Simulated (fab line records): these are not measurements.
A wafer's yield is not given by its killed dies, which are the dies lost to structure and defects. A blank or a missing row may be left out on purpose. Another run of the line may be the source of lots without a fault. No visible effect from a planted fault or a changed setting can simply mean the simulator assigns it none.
Split-lot experiment    flow n5_finfet    route with 1938 steps; 7 lots, 21 wafers read

ON THE SPLIT
At N5_BEOL_M0_SAQP_COAT_08 (resist thk 90 nm), the setting spin_rpm was moved away from the recipe's 1500 rpm on 7 of the 21 wafers read, by -6.4% to +3.9%. All remaining wafers had this setting at the recipe value.

Reading taken at the split's own step.

THE READING
CAR-ArF_of_BEOL_M0_SAQP_COAT_08.thk_nm (the simulator's own value, which no gauge read), in nm, at N5_BEOL_M0_SAQP_COAT_08 (resist thk 90 nm). The file gives no usual value for it. The 14 wafers here that ran the recipe average 90.1 nm, standard deviation 0.18 nm.

wafer   tool, chamber at the split  spin_rpm as run, rpm  against the recipe  CAR-ArF_of_BEOL_M0_SAQP_COAT_08.thk_nm, nm  against lot-mates on the recipe
L079.3  litho_track-05, 0           1500                  recipe              90.2                                        -
L079.5  litho_track-05, 0           1500                  recipe              90                                          -
L079.6  litho_track-05, 0           1500                  recipe              89.8                                        -
L080.1  litho_track-04, 0           1500                  recipe              89.8                                        -
L080.5  litho_track-04, 0           1426                  -4.9%               91.8                                        +2.0
L080.6  litho_track-04, 0           1426                  -4.9%               91.6                                        +1.8
L087.1  litho_track-05, 0           1500                  recipe              90                                          -
L087.4  litho_track-05, 0           1555                  +3.7%               88.4                                        -1.7
L087.5  litho_track-05, 0           1500                  recipe              90.2                                        -
L086.1  litho_track-02, 0           1500                  recipe              89.8                                        -
L086.2  litho_track-02, 0           1500                  recipe              90                                          -
L086.3  litho_track-02, 0           1500                  recipe              90                                          -
L088.1  litho_track-05, 0           1558                  +3.9%               87.8                                        -2.2
L088.3  litho_track-05, 0           1500                  recipe              90                                          -
L088.6  litho_track-05, 0           1558                  +3.9%               88                                          -2.0
L089.2  litho_track-05, 0           1404                  -6.4%               93.2                                        +3.0
L089.4  litho_track-05, 0           1500                  recipe              90.2                                        -
L089.6  litho_track-05, 0           1404                  -6.4%               92.8                                        +2.6
L093.4  litho_track-05, 0           1500                  recipe              90.2                                        -
L093.6  litho_track-05, 0           1500                  recipe              90.2                                        -
L093.5  litho_track-05, 0           1500                  recipe              90.4                                        -

FIT RESULTS
A straight line over all 21 wafers: CAR-ArF_of_BEOL_M0_SAQP_COAT_08.thk_nm changes by -0.446 nm for each +1% of spin_rpm; r = -0.98; the points scatter about the line by 0.27 nm.
The same after taking each lot's own level away (the mean of its wafers on the recipe; 21 wafers): -0.448 nm for each +1%; r = -0.99; scatter 0.18 nm.
On that fit, the largest move of spin_rpm shifts the reading by 2.9 nm.
Measured against the standard deviation above, the lots' own levels, which go from 89.80 to 90.27 nm, span 2.6 times it.
The two slopes agree, so the slope changes little with the lot-to-lot level.
Check: with one of the wafers moved furthest among these (-6.4%) left out of the fit, the line predicts +2.72 nm for it against its lot-mates. Against them it came out at +3 nm.

OTHER SPLITS APPLIED TO THESE WAFERS
Other splits were also applied to these wafers ahead of the reading. Each is held against what the fit with the lots' levels taken away leaves over:
other split on the same wafers         wafers away from the commonest value  r with CAR-ArF_of_BEOL_M0_SAQP_COAT_08.thk_nm (lot level and that fit taken away)
N5_HKMG_FIN_PEB_10 peb_time_s          11                                    -0.02
N5_GATE_CUT_ETCH_37 bias_w             7                                     -0.04
N5_MOL_CONTACT_COAG_ALD_27 time_s      6                                     -0.08
N5_MOL_CONTACT_COAG_EXPOSE_81 dose_mj  6                                     +0.14
N5_MOL_CONTACT_COAG_ETCH_91 source_w   6                                     -0.48

FILE'S OWN FIT
CAR-ArF_of_BEOL_M0_SAQP_COAT_08.thk_nm changes by -0.444 nm for each +1% of spin_rpm, r = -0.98.
